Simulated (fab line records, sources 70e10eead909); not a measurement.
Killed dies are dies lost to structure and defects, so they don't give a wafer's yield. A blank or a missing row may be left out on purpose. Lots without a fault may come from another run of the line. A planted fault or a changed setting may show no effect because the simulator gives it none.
Which tool did it? | flow nand_harc | 12 lots, 36 wafers sampled, at 2 steps of a route of 1159

WHAT THE GAUGES READ, wafer by wafer
NHARC_A_BLC_CD_MEAS_19.
lot  | measured     | on        | cd_nm (nm)
L074 | day 17 23:40 | cd_sem-03 | 98.9 96.6 99.3
L078 | day 18 05:56 | cd_sem-02 | 101.7 101.2 96.7
L079 | day 18 18:22 | cd_sem-03 | 101.1 101.5 102.7
L081 | day 19 03:25 | cd_sem-02 | 100.8 98.2 101.9
L084 | day 19 17:19 | cd_sem-02 | 99.6 99.3 99.9
L087 | day 20 02:03 | cd_sem-03 | 103.6 101.3 102.5
L085 | day 20 13:59 | cd_sem-01 | 102.7 96.9 101.3
L089 | day 20 22:21 | cd_sem-02 | 101.6 98.8 101.0
L092 | day 21 15:01 | cd_sem-01 | 99.4 100.3 99.9
L094 | day 22 01:46 | cd_sem-01 | 100.0 101.9 102.6
L095 | day 22 06:47 | cd_sem-03 | 96.0 98.7 98.6
L097 | day 22 19:46 | cd_sem-03 | 99.8 101.6 99.6

WHICH TOOL RAN EACH LOT (tool, then ch and the chambers of the sampled wafers, then the start)
lot  | NHARC_A_CONTACT_ALD_18
L074 | ald_metal-02 ch 0,1,3, day 17 10:27
L078 | ald_metal-02 ch 0,1, day 18 02:50
L079 | ald_metal-03 ch 1,2,3, day 18 12:08
L081 | ald_metal-04 ch 1,2,3, day 18 20:19
L084 | ald_metal-03 ch 0,2,3, day 19 12:29
L087 | ald_metal-03 ch 1,3, day 19 22:54
L085 | ald_metal-04 ch 0,1,2, day 20 08:28
L089 | ald_metal-04 ch 0,2,3, day 20 19:19
L092 | ald_metal-04 ch 2,3, day 21 08:35
L094 | ald_metal-04 ch 0,3, day 21 21:50
L095 | ald_metal-02 ch 0,1,3, day 22 03:37
L097 | ald_metal-03 ch 0,1,2, day 22 13:48
- NHARC_A_CONTACT_ALD_18: deposits TiN, target thk 3 nm, pulse time 1 s, ald cycles 150.

THE ANSWER, worked out from the rows above alone
Rule: what is usual is taken from the lots themselves. Put in order of their means at a reading, lots are off if they are a third of the lots or fewer, leave a main group of 4 or more, and stand apart from it by a gap of 3 or more times the standard deviation of the main group's means; of several such gaps the widest counts. A main group whose means are all the same, to the digits that the tables above print for the reading, isn't used. A lot without any number at a reading at which 4 lots or more have one is off too. The other lots that the step has rows for count as sound.
No lot is off at any reading shown: from this, nothing can be told.

WHAT THE SIMULATOR HAD PUT IN
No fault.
